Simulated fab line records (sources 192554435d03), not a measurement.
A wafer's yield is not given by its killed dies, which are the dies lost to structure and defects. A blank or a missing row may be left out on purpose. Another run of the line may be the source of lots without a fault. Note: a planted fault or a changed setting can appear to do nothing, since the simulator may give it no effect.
Chamber matching -- flow n5 finfet -- 4 sister chambers for N5_BEOL_M0_SAQP_DESCUM_19 on rie diel-06
The step chemistry O2, time 7.9 s. 4 wafers are shown with their chamber, then 8 later ones without.

## WAFERS WITH THEIR CHAMBER
wafer,chamber,showerhead plenum p Torr (Torr)
L078.4,1,2.09
L087.2,2,2.14
L088.6,0,1.93
L089.2,3,1.98

## WAFERS WITHOUT THEIR CHAMBER
wafer,showerhead plenum p Torr (Torr)
L089.3,1.93
L089.6,1.93
L091.1,1.92
L091.2,2.08
L091.6,1.92
L096.2,1.98
L096.4,1.92
L096.5,1.98

## THE CHAMBER EACH PASSED THROUGH
wafer,from the rows above,in truth
L089.3,0,0
L089.6,0,0
L091.1,0,0
L091.2,1,1
L091.6,0,0
L096.2,3,3
L096.4,0,0
L096.5,3,3
8 of 8 placed correctly. Not placeable from these rows: 0. Number placed wrongly: 0.
How it was worked out, from the rows above alone: a wafer's distance from a chamber is the root of the sum, over the readings, of the square of ((its reading less the chamber's mean) divided by the reading's scatter). The wafer belongs to the nearest chamber; if the next one is less than 2 further off, it can't be placed. A chamber's mean is the mean of its shown wafers. The scatter: root of mean squared gap, hidden wafer to nearest shown wafer, with one shown wafer a chamber.
